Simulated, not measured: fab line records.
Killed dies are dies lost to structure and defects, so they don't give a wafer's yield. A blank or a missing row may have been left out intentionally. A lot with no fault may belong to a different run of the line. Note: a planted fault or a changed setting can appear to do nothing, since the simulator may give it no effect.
fab line records	flow n5Finfet
record: lots: 5	wafers: 15	lastDay: 17
route steps=1938 shown BEOL_M8@1370
lots with no fault: from the same line, run without faults
startH: start of the lot's first displayed wafer, in hours after the record's first day	waitH: how many hours have passed since the lot's step before this one	" same as the row above	L1.1+2: one row covering several wafers at once	- either no value or no given start	* or withheld: withheld	< > ~ a bound
route shown NAME@n: a module of which the file shows steps, and the number in the route of the first	usual: mean/standard deviation of fault-free wafers	same: alike in all rows	chamber/n: place in a boat	sites: each site's reading	_std_site: standard deviation of those values	_edge_site: mean of outer sites minus mean of inner sites	radiusMm: for every site, how far away it sits from the centre of the wafer	mask NAME#n: copy n	behind: the most recent tool/chamber to have shaped the wafer	hold: reason for holding the lot/hours on hold/outcome of the hold	device: which transistor (n, p or np) failed to switch	end of line: the route-end tests of the same wafers	a step with no rows: only its recipe	killed: dies lost to structure and defects at the first sort, not the wafer's yield	map: the dies of a wafer, with x for killed, . for not killed, _ for no die there
set.NAME: setting as actually run; set.NAME@STEP: the setting as run at that earlier step	model.NAME: the simulator's own value behind a step, which no gauge read
certain route steps with their lots: each step a table, each wafer a row
services: when a tool's chamber went out of use (startH, in hours from the record's first day, below 0 if earlier), for how many hours, and the reason
== steps ==
step: N5_BEOL_M8_ETCH_65
recipe: chemistry: CF4	target: SiARC	targetDepthA: 156	maskMaterial: CAR-EUV	timeS: 26	ionEnergyEv: 80	pressureMtorr: 40	sourceW: 545	biasW: 36	Ar_flow_sccm: 100	cf4FlowSccm: 100	ends: cleared
usual: drypumpMotorCurrentA: 5.6/0.5	etchRfOnTimeS: 25.9/0.35	oesProductAu: 0.70/0.073	rfVppV: 184.0/1.1	showerheadPlenumPTorr: 2.14/0.06	throttleValvePct: 15.57/0.17
lot.wafer	tool	chamber	startH	waitH	drypumpMotorCurrentA	etchRfOnTimeS	oesProductAu	rfHoursCounterH	rfVppV	showerheadPlenumPTorr	throttleValvePct
L075.3	rieDiel-01	2	212.30	0.0	5.5	26.4	0.61	189	183.0	2.13	15.56
L075.5	"	1	"	"	4.8	25.9	0.76	-	183.0	2.10	15.31
L075.6	"	2	"	"	5.5	26.3	0.61	-	183.5	2.13	15.55
L081.3	rieDiel-01	0	243.44	0.0	5.3	25.1	0.77	33	184.0	2.19	15.74
L081.4	"	1	"	"	4.8	25.7	0.75	47	181.8	2.09	15.32
L081.5	"	3	"	"	5.8	25.8	0.74	-	184.6	2.17	15.49
L080.1	rieDiel-04	3	243.75	0.0	5.6	25.7	0.62	214	183.1	2.04	15.48
L080.3	"	0	"	"	5.6	25.6	0.82	9	183.0	2.11	15.61
L080.4	"	2	"	"	6.5	26.1	0.76	35	185.8	2.27	15.51
L092.4	rieDiel-01	3	315.15	0.0	5.7	26.3	0.71	80	184.1	2.16	15.52
L092.5	"	1	"	"	4.8	26.0	0.71	-	182.5	2.08	15.37
L092.6	"	2	"	"	5.5	26.3	0.59	-	182.3	2.12	15.64
L095.2	rieDiel-01	2	341.15	0.0	5.5	26.4	0.58	235	183.3	2.12	15.64
L095.3	"	0	"	"	5.3	25.2	0.73	66	184.1	2.17	15.81
L095.5	"	0	"	"	5.4	25.4	0.73	-	184.1	2.17	15.78
step: N5_BEOL_M8_ETCH_66
recipe: chemistry: N2/H2	target: SOC	targetDepthA: 800	overetchA: 160	maskMaterial: SiARC	tempC: 40	timeS: 120	ionEnergyEv: 200	pressureMtorr: 30	sourceW: 840	biasW: 150	n2FlowSccm: 200	h2FlowSccm: 200
usual: drypumpMotorCurrentA: 5.6/0.5	oesProductAu: 0.62/0.063	rfVppV: 523.7/2.3	showerheadPlenumPTorr: 2.54/0.08	throttleValvePct: 17.79/0.16
lot.wafer	tool	chamber	startH	waitH	drypumpMotorCurrentA	oesProductAu	rfHoursCounterH	rfVppV	showerheadPlenumPTorr	throttleValvePct
L075.3	rieDiel-01	2	212.33	0.0	5.5	0.55	189	522.5	2.52	17.74
L075.5	"	1	"	"	4.8	0.68	-	522.5	2.49	17.54
L075.6	"	2	"	"	5.5	0.55	-	523.0	2.53	17.74
L081.3	rieDiel-01	0	243.46	0.0	5.3	0.68	33	526.1	2.60	18.01
L081.4	"	1	"	"	4.8	0.66	47	522.9	2.48	17.53
L081.5	"	3	"	"	5.8	0.66	-	525.1	2.59	17.71
L080.1	rieDiel-04	3	243.78	0.0	5.7	0.55	215	520.3	2.41	17.67
L080.3	"	0	"	"	5.6	0.71	9	522.9	2.50	17.86
L080.4	"	2	"	"	6.5	0.69	35	527.1	2.71	17.85
L092.4	rieDiel-01	3	315.18	0.0	5.8	0.64	80	523.6	2.58	17.74
L092.5	"	1	"	"	4.9	0.64	-	522.3	2.47	17.61
L092.6	"	2	"	"	5.5	0.53	-	524.2	2.51	17.79
L095.2	rieDiel-01	2	341.18	0.0	5.5	0.52	235	523.4	2.51	17.81
L095.3	"	0	"	"	5.3	0.64	66	524.9	2.59	18.07
L095.5	"	0	"	"	5.4	0.64	-	525.1	2.59	18.09
step: N5_BEOL_M8_STRIP_69
recipe: chemistry: N2/H2	tempC: 40	n2FlowSccm: 200	h2FlowSccm: 200	rfFrequencyHz: 6e+07
lot.wafer	tool	chamber	startH	waitH
L075.3+5+6	rieDiel-01	2,1,2	212.41	0.0
L081.3+4+5	rieDiel-01	0,1,3	243.55	0.0
L080.1+3+4	rieDiel-04	3,0,2	243.86	0.0
L092.4+5+6	rieDiel-01	3,1,2	315.26	0.0
L095.2+3+5	rieDiel-01	2,0,0	341.26	0.0
step: N5_BEOL_M8_STRIP_73
recipe: chemistry: N2/H2	tempC: 40	n2FlowSccm: 200	h2FlowSccm: 200	rfFrequencyHz: 6e+07
lot.wafer	tool	chamber	startH	waitH
L075.3+5+6	rieDiel-01	2,1,2	212.42	0.0
L081.3+4+5	rieDiel-01	0,1,3	243.56	0.0
L080.1+3+4	rieDiel-04	3,0,2	243.87	0.0
L092.4+5+6	rieDiel-01	3,1,2	315.27	0.0
L095.2+3+5	rieDiel-01	2,0,0	341.27	0.0
step: N5_BEOL_M8_VIA_ETCH_34
recipe: chemistry: C4F6/O2	target: SiCOH_lowk	targetDepthA: 1255	maskMaterial: SOC	taperDeg: 4	timeS: 50.5	ionEnergyEv: 250	pressureMtorr: 30	sourceW: 345	biasW: 185	Ar_flow_sccm: 300	C4F6_flow_sccm: 10	O2_flow_sccm: 10
usual: drypumpMotorCurrentA: 5.6/0.49	oesProductAu: 0.81/0.086	rfVppV: 661/4.3	showerheadPlenumPTorr: 2.84/0.081	throttleValvePct: 20.87/0.18
lot.wafer	tool	chamber	startH	waitH	drypumpMotorCurrentA	oesProductAu	rfHoursCounterH	rfVppV	showerheadPlenumPTorr	throttleValvePct
L075.3	rieDiel-01	2	212.43	0.0	5.5	0.71	189	667	2.84	20.84
L075.5	"	1	"	"	4.8	0.88	-	655	2.78	20.60
L075.6	"	2	"	"	5.5	0.71	-	665	2.84	20.82
L081.3	rieDiel-01	0	243.57	0.0	5.3	0.90	33	663	2.90	21.11
L081.4	"	1	"	"	4.9	0.86	47	653	2.78	20.60
L081.5	"	3	"	"	5.8	0.86	-	658	2.88	20.76
L080.1	rieDiel-04	3	243.88	0.0	5.6	0.73	215	664	2.70	20.68
L080.3	"	0	"	"	5.6	0.95	9	660	2.81	21.03
L080.4	"	2	"	"	6.5	0.90	35	666	3.02	20.89
L092.4	rieDiel-01	3	315.28	0.0	5.8	0.83	80	657	2.87	20.78
L092.5	"	1	"	"	4.9	0.83	-	654	2.77	20.64
L092.6	"	2	"	"	5.5	0.69	-	665	2.82	20.87
L095.2	rieDiel-01	2	341.28	0.0	5.5	0.68	235	664	2.82	20.89
L095.3	"	0	"	"	5.4	0.84	67	661	2.89	21.17
L095.5	"	0	"	"	5.3	0.85	-	663	2.89	21.17
step: N5_BEOL_M8_STRIP_76
recipe: chemistry: C4F6/O2	resist: SiARC	rfFrequencyHz: 6e+07
lot.wafer	tool	chamber	startH	waitH
L075.3+5+6	rieDiel-01	2,1,2	212.47	0.0
L081.3+4+5	rieDiel-01	0,1,3	243.61	0.0
L080.1+3+4	rieDiel-04	3,0,2	243.92	0.0
L092.4+5+6	rieDiel-01	3,1,2	315.32	0.0
L095.2+3+5	rieDiel-01	2,0,0	341.32	0.0
step: N5_BEOL_M8_STRIP_36
recipe: chemistry: N2/H2	powerW: 450	tempC: 40	pressureMtorr: 20	rfFrequencyHz: 6e+07	overashFraction: 0.3	biasPowerW: 7	h2Frac: 0.5	n2FlowSccm: 200	h2FlowSccm: 200
usual: drypumpMotorCurrentA: 5.6/0.49	oesProductAu: 0.81/0.088	powerW: 449.9/1.4	rfVppV: 59.1/1.7	showerheadPlenumPTorr: 2.54/0.08	throttleValvePct: 23.63/0.19
lot.wafer	tool	chamber	startH	waitH	drypumpMotorCurrentA	oesProductAu	powerW	rfHoursCounterH	rfVppV	showerheadPlenumPTorr	throttleValvePct
L075.3	rieDiel-01	2	212.48	0.0	5.5	0.71	450.7	189	60.4	2.52	23.52
L075.5	"	1	"	"	4.9	0.90	448.9	-	57.3	2.48	23.40
L075.6	"	2	"	"	5.5	0.72	449.5	-	59.9	2.52	23.57
L081.3	rieDiel-01	0	243.62	0.0	5.4	0.91	450.6	33	60.8	2.60	23.96
L081.4	"	1	"	"	4.9	0.87	450.0	47	60.9	2.48	23.43
L081.5	"	3	"	"	5.8	0.87	449.5	-	55.6	2.59	23.50
L080.1	rieDiel-04	3	243.93	0.0	5.6	0.73	451.3	215	56.7	2.40	23.45
L080.3	"	0	"	"	5.6	0.95	451.1	9	60.3	2.50	23.78
L080.4	"	2	"	"	6.5	0.89	450.5	35	58.5	2.70	23.78
L092.4	rieDiel-01	3	315.33	0.0	5.8	0.84	451.7	80	58.3	2.58	23.53
L092.5	"	1	"	"	4.9	0.83	451.5	-	58.2	2.46	23.49
L092.6	"	2	"	"	5.5	0.69	451.0	-	57.4	2.51	23.56
L095.2	rieDiel-01	2	341.33	0.0	5.5	0.67	451.1	235	57.6	2.50	23.58
L095.3	"	0	"	"	5.3	0.85	450.8	67	57.9	2.59	24.02
L095.5	"	0	"	"	5.4	0.85	447.9	-	59.2	2.59	24.01
step: N5_BEOL_M8_TRENCH_ETCH_37
recipe: chemistry: C4F6/O2	targetDepthA: 934.78	target: SiCOH_lowk	timeS: 31.2	ionEnergyEv: 250	pressureMtorr: 30	sourceW: 345	biasW: 185	Ar_flow_sccm: 300	C4F6_flow_sccm: 10	O2_flow_sccm: 10
usual: drypumpMotorCurrentA: 5.6/0.49	oesProductAu: 0.81/0.086	rfVppV: 660/4.3	showerheadPlenumPTorr: 2.84/0.081	throttleValvePct: 20.90/0.18
lot.wafer	tool	chamber	startH	waitH	drypumpMotorCurrentA	oesProductAu	rfHoursCounterH	rfVppV	showerheadPlenumPTorr	throttleValvePct
L075.3	rieDiel-01	2	-	-	5.5	0.71	189	664	2.84	20.85
L075.5	"	1	"	"	4.9	0.89	-	653	2.78	20.62
L075.6	"	2	"	"	5.5	0.71	-	664	2.84	20.85
L081.3	rieDiel-01	0	-	-	5.3	0.90	33	663	2.91	21.14
L081.4	"	1	"	"	4.8	0.87	47	654	2.78	20.64
L081.5	"	3	"	"	5.8	0.86	-	656	2.88	20.79
L080.1	rieDiel-04	3	-	-	5.6	0.72	215	666	2.70	20.70
L080.3	"	0	"	"	5.6	0.94	9	659	2.81	21.06
L080.4	"	2	"	"	6.5	0.89	35	666	3.02	20.96
L092.4	rieDiel-01	3	-	-	5.8	0.83	80	655	2.87	20.82
L092.5	"	1	"	"	4.9	0.83	-	655	2.77	20.67
L092.6	"	2	"	"	5.5	0.68	-	662	2.82	20.91
L095.2	rieDiel-01	2	-	-	5.5	0.68	235	664	2.82	20.91
L095.3	"	0	"	"	5.4	0.85	67	662	2.89	21.19
L095.5	"	0	"	"	5.4	0.85	-	663	2.89	21.18
step: N5_BEOL_M8_ETCH_41
recipe: chemistry: CH3F/O2	target: SiCN	targetDepthA: 319	taperDeg: 2	timeS: 57.8	ionEnergyEv: 120	maskMaterial: TiN	pressureMtorr: 30	sourceW: 395	biasW: 75	Ar_flow_sccm: 150	CH3F_flow_sccm: 30	O2_flow_sccm: 20
usual: drypumpMotorCurrentA: 5.6/0.49	oesProductAu: 0.81/0.086	rfVppV: 297.2/1.4	showerheadPlenumPTorr: 2.00/0.06	throttleValvePct: 16.29/0.17
lot.wafer	tool	chamber	startH	waitH	drypumpMotorCurrentA	oesProductAu	rfHoursCounterH	rfVppV	showerheadPlenumPTorr	throttleValvePct
L075.3	rieDiel-01	2	-	-	5.5	0.72	189	297.0	1.99	16.28
L075.5	"	1	"	"	4.8	0.88	-	294.7	1.96	16.00
L075.6	"	2	"	"	5.5	0.72	-	297.8	1.99	16.30
L081.3	rieDiel-01	0	-	-	5.4	0.90	33	297.7	2.04	16.45
L081.4	"	1	"	"	4.8	0.87	47	297.3	1.95	16.03
L081.5	"	3	"	"	5.8	0.87	-	299.2	2.03	16.19
L080.1	rieDiel-04	3	-	-	5.6	0.73	215	295.4	1.89	16.17
L080.3	"	0	"	"	5.6	0.95	9	296.4	1.97	16.36
L080.4	"	2	"	"	6.5	0.89	35	300.7	2.13	16.27
L092.4	rieDiel-01	3	-	-	5.8	0.83	80	298.6	2.02	16.22
L092.5	"	1	"	"	4.9	0.83	-	295.6	1.94	16.07
L092.6	"	2	"	"	5.5	0.69	-	297.8	1.98	16.35
L095.2	rieDiel-01	2	-	-	5.5	0.67	235	296.8	1.98	16.36
L095.3	"	0	"	"	5.3	0.85	67	297.4	2.03	16.52
L095.5	"	0	"	"	5.3	0.85	-	296.6	2.03	16.54
step: N5_BEOL_M8_STRIP_80
recipe: chemistry: N2/H2	timeS: 10	powerW: 450	tempC: 40	pressureMtorr: 20	rfFrequencyHz: 6e+07	biasPowerW: 7	n2FlowSccm: 200	h2FlowSccm: 200
usual: drypumpMotorCurrentA: 5.6/0.49	oesProductAu: 0.81/0.087	rfVppV: 59.2/0.79	showerheadPlenumPTorr: 2.54/0.08	throttleValvePct: 23.63/0.19
lot.wafer	tool	chamber	startH	waitH	drypumpMotorCurrentA	oesProductAu	rfHoursCounterH	rfVppV	showerheadPlenumPTorr	throttleValvePct
L075.3	rieDiel-01	2	-	-	5.5	0.70	189	58.6	2.52	23.53
L075.5	"	1	"	"	4.9	0.89	-	58.4	2.48	23.42
L075.6	"	2	"	"	5.5	0.71	-	58.6	2.52	23.52
L081.3	rieDiel-01	0	-	-	5.3	0.91	33	57.2	2.60	23.97
L081.4	"	1	"	"	4.8	0.87	47	58.0	2.48	23.42
L081.5	"	3	"	"	5.7	0.87	-	59.9	2.59	23.49
L080.1	rieDiel-04	3	-	-	5.6	0.73	215	58.7	2.40	23.46
L080.3	"	0	"	"	5.6	0.95	9	58.6	2.50	23.81
L080.4	"	2	"	"	6.5	0.89	36	58.5	2.70	23.76
L092.4	rieDiel-01	3	-	-	5.8	0.84	80	60.8	2.58	23.52
L092.5	"	1	"	"	4.9	0.84	-	59.3	2.47	23.47
L092.6	"	2	"	"	5.5	0.69	-	60.6	2.51	23.58
L095.2	rieDiel-01	2	-	-	5.5	0.68	235	58.7	2.50	23.58
L095.3	"	0	"	"	5.4	0.85	67	60.3	2.59	24.00
L095.5	"	0	"	"	5.4	0.85	-	58.1	2.59	24.01
step: N5_BEOL_M8_OCD_MEAS_38
usual: trenchDepthNm: 93.5/1.2
lot.wafer	tool	chamber	startH	waitH	trenchDepthNm
L075.3	ocd-02	-	212.68	-	92.6
L075.5	"	-	"	"	95.0
L075.6	"	-	"	"	92.8
L081.3	ocd-02	-	243.82	-	95.4
L081.4	"	-	"	"	93.6
L081.5	"	-	"	"	93.2
L080.1	ocd-02	-	244.13	-	93.5
L080.3	"	-	"	"	95.3
L080.4	"	-	"	"	94.5
L092.4	ocd-01	-	315.53	-	91.3
L092.5	"	-	"	"	92.2
L092.6	"	-	"	"	90.3
L095.2	ocd-02	-	341.53	-	91.5
L095.3	"	-	"	"	94.1
L095.5	"	-	"	"	93.3
step: N5_BEOL_M8_HM_STRIP_39
recipe: chemistry: peroxideTinStrip	material: TiN	targetDepthA: 250	tempC: 50	timeS: 158
lot.wafer	tool	chamber	startH	waitH
L075.3+5+6	wetBench-03	5,0,1	212.71	0.0
L081.3+4+5	wetBench-01	3,4,1	243.85	0.0
L080.1+3+4	wetBench-03	4,3,0	244.16	0.0
L092.4+5+6	wetBench-05	6,5,1	315.56	0.0
L095.2+3+5	wetBench-05	1,5,2	341.56	0.0
step: N5_BEOL_M8_SRD_40
recipe: timeS: 30	tempC: 23	rinseLiquid: diw	dry: ipaMarangoni
lot.wafer	tool	chamber	startH	waitH
L075.3+5+6	wetBench-03	5,0,1	212.76	0.0
L081.3+4+5	wetBench-01	3,4,1	243.89	0.0
L080.1+3+4	wetBench-03	4,3,0	244.21	0.0
L092.4+5+6	wetBench-05	6,5,1	315.61	0.0
L095.2+3+5	wetBench-05	1,5,2	341.66	0.0
step: N5_BEOL_M8_PRECLEAN_42
recipe: chemistry: residueRemover	timeS: 60	tempC: 40
lot.wafer	tool	chamber	startH	waitH
L075.3+5+6	wetBench-03	5,0,1	212.78	0.0
L081.3+4+5	wetBench-01	3,4,1	243.91	0.0
L080.1+3+4	wetBench-03	4,3,0	244.23	0.0
L092.4+5+6	wetBench-05	6,5,1	315.63	0.0
L095.2+3+5	wetBench-05	1,5,2	341.69	0.0
step: N5_BEOL_M8_SRD_43
recipe: timeS: 30	tempC: 23	rinseLiquid: diw	dry: ipaMarangoni
lot.wafer	tool	chamber	startH	waitH
L075.3+5+6	wetBench-03	5,0,1	212.79	0.0
L081.3+4+5	wetBench-01	3,4,1	243.93	0.0
L080.1+3+4	wetBench-03	4,3,0	244.24	0.0
L092.4+5+6	wetBench-05	6,5,1	315.64	0.0
L095.2+3+5	wetBench-05	1,5,2	341.72	0.0
step: N5_BEOL_M8_CD_MEAS_35
recipe: targetCdNm: 40	polarity: opening
usual: cdNm: 39.9/0.43
lot.wafer	tool	chamber	startH	waitH	cdNm
L075.3	cdSem-01	-	212.84	0.0	39.8
L075.5	"	-	"	"	40.3
L075.6	"	-	"	"	40.1
L081.3	cdSem-02	-	243.97	0.0	38.8
L081.4	"	-	"	"	39.6
L081.5	"	-	"	"	39.7
L080.1	cdSem-02	-	244.28	0.0	39.6
L080.3	"	-	"	"	38.8
L080.4	"	-	"	"	39.8
L092.4	cdSem-02	-	315.69	0.0	39.9
L092.5	"	-	"	"	40.0
L092.6	"	-	"	"	40.5
L095.2	cdSem-02	-	341.78	0.0	40.2
L095.3	"	-	"	"	40.5
L095.5	"	-	"	"	39.7
step: N5_BEOL_M8_CURE_75
recipe: tempC: 370	timeS: 120	ambient: DMADMS/He	material: SiCOH_lowk
usual: lampPowerPct: 52.31/0.058	wafer_temp_C_max: 371.8/0.57
lot.wafer	tool	chamber	startH	waitH	lampPowerPct	wafer_temp_C_max
L075.3	uvCure-03	2	213.08	0.2	52.35	372.1
L075.5	"	2	"	"	52.35	371.4
L075.6	"	2	"	"	52.26	371.4
L081.3	uvCure-01	1	244.11	0.1	52.41	371.6
L081.4	"	1	"	"	52.35	371.5
L081.5	"	1	"	"	52.30	371.3
L080.1	uvCure-02	1	244.32	0.0	52.27	372.6
L080.3	"	1	"	"	52.33	371.8
L080.4	"	1	"	"	52.28	372.8
L092.4	uvCure-01	2	316.16	0.5	52.29	371.6
L092.5	"	2	"	"	52.19	371.4
L092.6	"	2	"	"	52.34	371.8
L095.2	uvCure-03	1	341.93	0.1	52.34	371.2
L095.3	"	1	"	"	52.31	371.6
L095.5	"	1	"	"	52.22	372.0
step: N5_BEOL_M8_DEGAS_44
recipe: ambient: vacuum	tempC: 250	timeS: 60
usual: heaterPowerW: 343/34
lot.wafer	tool	chamber	startH	waitH	heaterPowerW
L075.3	pvdSputter-02	-	213.60	0.4	353
L075.5	"	-	"	"	341
L075.6	"	-	"	"	376
L081.3	pvdSputter-01	-	244.53	0.4	361
L081.4	"	-	"	"	304
L081.5	"	-	"	"	371
L080.1	pvdSputter-01	-	245.05	0.6	300
L080.3	"	-	"	"	350
L080.4	"	-	"	"	375
L092.4	pvdSputter-01	-	316.47	0.3	299
L092.5	"	-	"	"	296
L092.6	"	-	"	"	327
L095.2	pvdSputter-02	-	342.37	0.4	305
L095.3	"	-	"	"	342
L095.5	"	-	"	"	353
step: N5_BEOL_M8_PRE_CLEAN_45
recipe: gas: H2/He	timeS: 30	tempC: 250
usual: heaterPowerW: 343/34
lot.wafer	tool	chamber	startH	waitH	heaterPowerW
L075.3	pvdSputter-02	-	213.64	0.0	344
L075.5	"	-	"	"	338
L075.6	"	-	"	"	377
L081.3	pvdSputter-01	-	244.57	0.0	371
L081.4	"	-	"	"	305
L081.5	"	-	"	"	379
L080.1	pvdSputter-01	-	245.09	0.0	303
L080.3	"	-	"	"	348
L080.4	"	-	"	"	368
L092.4	pvdSputter-01	-	316.51	0.0	297
L092.5	"	-	"	"	308
L092.6	"	-	"	"	321
L095.2	pvdSputter-02	-	342.41	0.0	303
L095.3	"	-	"	"	343
L095.5	"	-	"	"	352
step: N5_BEOL_M8_ALD_77
recipe: material: TaN	targetThkA: 20	tempC: 275	aldPrecursorFamily: PDMAT	aldCoReactant: NH3	pressureTorr: 3	carrierFlowSccm: 1500	pulseTimeS: 2	purgeTimeS: 3	coReactantPurgeTimeS: 2	coReactantPulseTimeS: 3	aldCycles: 40	precursorVesselTempC: 75	precursorVesselPressureTorr: 26.25	precursorVesselCarrierSccm: 1000
usual: heaterPowerW: 420/38	precursorVesselTempC: 75.00/0.13
same: coReactantPurgeTimeS: 2
lot.wafer	tool	chamber	startH	waitH	heaterPowerW	precursorVesselTempC	sinceWetCleanH
L075.3	aldMetal-02	3	213.70	0.0	380	74.96	6031
L075.5	"	2	"	"	409	74.92	-
L075.6	"	3	"	"	379	75.13	-
L081.3	aldMetal-02	1	244.69	0.1	472	75.08	6062
L081.4	"	0	"	"	400	74.89	-
L081.5	"	1	"	"	470	75.24	-
L080.1	aldMetal-04	1	245.15	0.0	508	75.02	4523
L080.3	"	3	"	"	356	74.91	4523
L080.4	"	2	"	"	458	75.26	4523
L092.4	aldMetal-03	1	316.62	0.1	434	75.12	1518
L092.5	"	1	"	"	423	74.95	-
L092.6	"	0	"	"	388	74.98	-
L095.2	aldMetal-04	1	342.56	0.1	500	75.07	4621
L095.3	"	0	"	"	407	74.99	4621
L095.5	"	1	"	"	499	74.98	-
step: N5_BEOL_M8_SURFACE_TREAT_79
recipe: gas: Ar	timeS: *	ionEnergyEv: *	ionCurrentMaCm2: 0.5	pressureMtorr: *	arFlowSccm: 30
usual: throttleValvePct: *
lot.wafer	tool	chamber	startH	waitH	throttleValvePct
L075.3	pvdSputter-02	-	214.04	0.2	*
L075.5	"	-	"	"	*
L075.6	"	-	"	"	*
L081.3	pvdSputter-01	-	245.01	0.2	*
L081.4	"	-	"	"	*
L081.5	"	-	"	"	*
L080.1	pvdSputter-01	-	247.25	2.0	*
L080.3	"	-	"	"	*
L080.4	"	-	"	"	*
L092.4	pvdSputter-01	-	316.91	0.2	*
L092.5	"	-	"	"	*
L092.6	"	-	"	"	*
L095.2	pvdSputter-03	-	342.88	0.2	*
L095.3	"	-	"	"	*
L095.5	"	-	"	"	*
step: N5_BEOL_M8_CVD_78
recipe: material: Co	targetThkA: 20	tempC: withheld	precursor: CCTBA/H2	pressureTorr: 30	timeS: 142.3
lot.wafer	tool	chamber	startH	waitH	sinceWetCleanH
L075.3	cvdCo-01	1	214.10	0.0	1193
L075.5	"	1	"	"	-
L075.6	"	2	"	"	-
L081.3	cvdCo-02	2	245.30	0.3	546
L081.4	"	1	"	"	-
L081.5	"	0	"	"	-
L080.1	cvdCo-02	2	247.33	0.1	548
L080.3	"	0	"	"	1007
L080.4	"	2	"	"	-
L092.4	cvdCo-02	0	317.25	0.3	-
L092.5	"	1	"	"	-
L092.6	"	2	"	"	-
L095.2	cvdCo-02	1	343.11	0.2	197
L095.3	"	0	"	"	1103
L095.5	"	1	"	"	-
step: N5_BEOL_M8_SPUTTER_48
recipe: material: Cu	targetThkA: 100	tempC: -20	biasV: 60	powerW: 26000	chamberPressurePa: 0.13	timeS: 1.667
usual: biasV: 60.0/0.65	throttleValvePct: 29.9/1
lot.wafer	tool	chamber	startH	waitH	biasV	throttleValvePct
L075.3	pvdSputter-02	-	214.30	0.2	60.2	30.6
L075.5	"	-	"	"	60.0	28.9
L075.6	"	-	"	"	60.7	30.5
L081.3	pvdSputter-01	-	247.17	1.8	60.1	29.8
L081.4	"	-	"	"	60.3	30.7
L081.5	"	-	"	"	58.6	30.6
L080.1	pvdSputter-01	-	247.55	0.2	60.1	30.6
L080.3	"	-	"	"	59.9	30.1
L080.4	"	-	"	"	59.2	29.5
L092.4	pvdSputter-03	-	318.46	1.2	60.5	29.6
L092.5	"	-	"	"	60.6	31.5
L092.6	"	-	"	"	59.5	28.8
L095.2	pvdSputter-01	-	343.91	0.8	60.1	29.8
L095.3	"	-	"	"	59.6	31.0
L095.5	"	-	"	"	59.6	31.0
step: N5_BEOL_M8_ECD_50
recipe: material: Cu	targetThkA: 3000
lot.wafer	tool	chamber	startH	waitH
L075.3+5+6	ecdCu-01	1,1,0	214.44	0.1
L081.3+4+5	ecdCu-02	1,0,0	247.31	0.1
L080.1+3+4	ecdCu-01	0,0,1	247.68	0.1
L092.4+5+6	ecdCu-02	0,0,1	318.60	0.1
L095.2+3+5	ecdCu-01	0,0,1	344.03	0.1
step: N5_BEOL_M8_ANNEAL_51
recipe: tempC: 225	timeS: 90	ambient: N2
usual: wafer_temp_C_max: 226.26/0.29
lot.wafer	tool	chamber	startH	waitH	wafer_temp_C_max
L075.3	rtpAnneal-02	0	214.62	0.2	226.19
L075.5	"	0	"	"	226.41
L075.6	"	0	"	"	226.45
L081.3	rtpAnneal-01	0	247.57	0.2	226.01
L081.4	"	0	"	"	226.34
L081.5	"	0	"	"	226.19
L080.1	rtpAnneal-02	0	247.79	0.1	226.83
L080.3	"	0	"	"	226.09
L080.4	"	0	"	"	226.72
L092.4	rtpAnneal-01	0	318.81	0.2	226.43
L092.5	"	0	"	"	226.96
L092.6	"	0	"	"	226.54
L095.2	rtpAnneal-01	0	344.18	0.1	226.79
L095.3	"	0	"	"	226.00
L095.5	"	0	"	"	226.19
step: N5_BEOL_M8_CMP_52
recipe: stopOn: SiCOH_lowk	tOverpolishS: 6.9	downForcePsi: 1	platenRpm: 50	clearingPlatenDownForcePsi: 1.5	clearingPlatenRpm: 50	postCmpClean: cuAlkaline	targetThkNm: 80	clearingPlatenPadVelocityMS: 0.99484	padVelocityMS: 0.99484
usual: barrierFieldEndpointS: 28.6/0.65	motorCurrentA: 6.0/0.84	overpolishRunS: 6.900/0.0094	timeToEndpointS: 62.1/2.6
lot.wafer	tool	chamber	startH	waitH	barrierFieldEndpointS	motorCurrentA	overpolishRunS	timeToEndpointS
L075.3	cmp-04	2	215.01	0.3	27.8	6.9	6.897	57.1
L075.5	"	2	"	"	27.1	6.8	6.886	57.3
L075.6	"	3	"	"	27.5	5.4	6.906	57.9
L081.3	cmp-04	1	247.78	0.2	27.8	5.2	6.895	60.1
L081.4	"	0	"	"	28.8	5.7	6.893	65.0
L081.5	"	1	"	"	28.0	4.8	6.904	62.2
L080.3	cmp-01	3	248.12	0.2	27.5	5.0	6.894	56.5
L080.4	"	0	"	"	28.1	7.5	6.891	60.5
L080.1	"	1	"	"	28.5	4.8	6.885	60.9
L092.4	cmp-01	2	318.97	0.1	28.7	6.4	6.899	61.9
L092.6	"	2	"	"	28.7	6.3	6.922	63.2
L092.5	"	3	"	"	27.8	5.1	6.904	59.5
L095.3	cmp-01	2	344.44	0.2	28.4	6.4	6.900	61.5
L095.2	"	3	"	"	28.6	5.3	6.903	59.5
L095.5	"	2	"	"	28.8	6.6	6.894	61.3
== services ==
tool	chamber	startH	hours	kind
cvdCo-02	-	209.17	1.3	repair
cmp-01	-	213.82	4.0	pm
rieDiel-04	1	217.32	5.2	repair
cmp-04	-	217.47	0.5	repair
ecdCu-02	-	225.25	2.6	repair
aldMetal-02	2	230.35	24.7	repair
uvCure-03	-	241.21	7.5	pm
cmp-04	-	257.09	2.7	pm
aldMetal-04	-	257.14	8.7	pm
rieDiel-04	0	265.68	8.2	repair
ecdCu-02	-	268.52	3.8	repair
uvCure-01	-	271.31	6.6	repair
aldMetal-04	2	272.58	5.5	repair
uvCure-01	-	287.85	6.0	pm
cmp-01	-	292.42	2.4	repair
aldMetal-02	1	295.06	7.0	repair
aldMetal-02	-	299.34	2.8	pm
rtpAnneal-01	-	299.43	6.0	pm
rieDiel-04	2	302.97	9.8	repair
cmp-04	-	310.86	17.0	pm
ecdCu-02	-	320.61	0.3	repair
cmp-04	-	331.06	4.0	pm
cmp-04	-	335.59	0.7	repair
aldMetal-02	-	337.25	14.0	pm
== key ==
fault none
